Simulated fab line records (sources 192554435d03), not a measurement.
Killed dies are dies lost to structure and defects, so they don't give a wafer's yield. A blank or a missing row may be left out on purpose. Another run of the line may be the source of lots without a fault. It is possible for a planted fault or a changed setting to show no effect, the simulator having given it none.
Chamber matching + flow n5 finfet + N5_HKMG_FIN_STRIP_89 on rie diel-02 has 4 sister chambers
The step strips SOC in N2/H2, time 20 s. 14 wafers are shown with their chamber, then 7 later ones without.

## WAFERS WITH THEIR CHAMBER
| wafer  | chamber | showerhead plenum p Torr (Torr) | throttle valve pct (%) | oes product au (a.u.) |
|--------|---------|---------------------------------|------------------------|-----------------------|
| L075.3 | 2       | 3.57                            | 18.3                   | 0.94                  |
| L075.4 | 1       | 3.48                            | 19.2                   | 0.74                  |
| L075.6 | 2       | 3.57                            | 18.3                   | 0.94                  |
| L077.1 | 0       | 3.28                            | 18.2                   | 0.89                  |
| L077.2 | 3       | 3.40                            | 18.9                   | 0.84                  |
| L077.3 | 1       | 3.48                            | 19.2                   | 0.73                  |
| L081.3 | 1       | 3.47                            | 19.2                   | 0.72                  |
| L081.4 | 3       | 3.40                            | 19.0                   | 0.82                  |
| L081.5 | 1       | 3.47                            | 19.3                   | 0.72                  |
| L086.2 | 3       | 3.39                            | 19.0                   | 0.81                  |
| L086.4 | 1       | 3.46                            | 19.3                   | 0.71                  |
| L086.5 | 0       | 3.27                            | 18.3                   | 0.86                  |
| L089.1 | 1       | 3.46                            | 19.3                   | 0.70                  |
| L089.4 | 0       | 3.26                            | 18.3                   | 0.84                  |

SIGNATURES (means of the wafers above)
| reading                  | chamber 0 | chamber 1 | chamber 2 | chamber 3 | scatter within a chamber |
|--------------------------|-----------|-----------|-----------|-----------|--------------------------|
| showerhead plenum p Torr | 3.2700    | 3.4700    | 3.5700    | 3.3967    | 0.00816                  |
| throttle valve pct       | 18.267    | 19.250    | 18.300    | 18.967    | 0.0532                   |
| oes product au           | 0.8633    | 0.7200    | 0.9400    | 0.8233    | 0.0165                   |
Rule: for a wafer and a chamber, the distance is found by dividing, reading by reading, the gap between the wafer's reading and the chamber's mean by the reading's scatter, squaring, summing and taking the root. If the next closest chamber is less than 2 further off than the closest, the wafer can't be placed; otherwise it belongs to the closest. The scatter: the root of (the sum of the squares of (reading less its chamber's mean) over the shown wafers, divided by (wafers less chambers)).

## WAFERS MISSING THEIR CHAMBER
| wafer  | showerhead plenum p Torr (Torr) | throttle valve pct (%) | oes product au (a.u.) |
|--------|---------------------------------|------------------------|-----------------------|
| L089.6 | 3.26                            | 18.3                   | 0.85                  |
| L095.1 | 3.26                            | 18.3                   | 0.83                  |
| L095.3 | 3.45                            | 19.3                   | 0.69                  |
| L095.4 | 3.38                            | 19.0                   | 0.79                  |
| L097.2 | 3.45                            | 19.3                   | 0.69                  |
| L097.3 | 3.37                            | 19.0                   | 0.79                  |
| L097.5 | 3.45                            | 19.3                   | 0.69                  |

## CHAMBER TAKEN BY EACH
| wafer  | from the rows above | in truth |
|--------|---------------------|----------|
| L089.6 | 0                   | 0        |
| L095.1 | 0                   | 0        |
| L095.3 | 1                   | 1        |
| L095.4 | 3                   | 3        |
| L097.2 | 1                   | 1        |
| L097.3 | 3                   | 3        |
| L097.5 | 1                   | 1        |
Placed correctly: 7 of 7. Can't be placed from these rows: 0. 0 placed wrongly.
